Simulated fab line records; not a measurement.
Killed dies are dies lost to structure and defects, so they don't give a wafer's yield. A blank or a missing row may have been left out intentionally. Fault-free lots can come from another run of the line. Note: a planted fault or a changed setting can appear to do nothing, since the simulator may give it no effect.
Chamber matching ; flow nandHarc ; NHARC_A_BONDPAD_ETCH_34 on rieDiel-12: 4 sister chambers
The step etches the open film in N2/H2, target depth 60 nm, overetch 18 nm, time 65.91 s. 8 wafers are shown with their chamber, then 9 later ones without.

EACH WAFER AND ITS CHAMBER
wafer;chamber;drypumpMotorCurrentA (A);rfVppV (V)
L074.6;0;5.4;427.5
L076.4;0;5.4;426.6
L079.1;3;5.4;432.2
L080.2;2;6.3;435.2
L080.5;1;6.6;429.1
L084.1;2;6.3;435.0
L084.2;1;6.6;428.7
L084.3;3;5.3;430.6

WAFERS WHOSE CHAMBER IS MISSING
wafer;drypumpMotorCurrentA (A);rfVppV (V)
L084.4;5.5;426.7
L084.5;5.4;432.8
L084.6;6.3;434.3
L088.1;5.3;431.3
L088.2;5.5;424.8
L088.4;6.6;429.2
L091.1;6.6;427.7
L091.5;5.3;433.4
L091.6;6.3;434.6

WHICH CHAMBER EACH WENT THROUGH
wafer;from the rows above;in truth
L084.4;0;0
L084.5;3;3
L084.6;2;2
L088.1;3;3
L088.2;0;0
L088.4;1;1
L091.1;1;1
L091.5;3;3
L091.6;2;2
Correct placement for 9 of the 9. Number that these rows cannot place: 0. Number placed wrongly: 0.
How it was worked out, from the rows above alone: a wafer's distance from a chamber is the root of the sum, over the readings, of the square of ((its reading less the chamber's mean) divided by the reading's scatter). The wafer belongs to the nearest chamber; if the next one is less than 2 further off, it can't be placed. Each chamber's mean is taken over the wafers shown for it. The scatter is the square root of a quotient: the sum, over the shown wafers, of each reading's squared deviation from its chamber's mean, divided by wafers minus chambers.
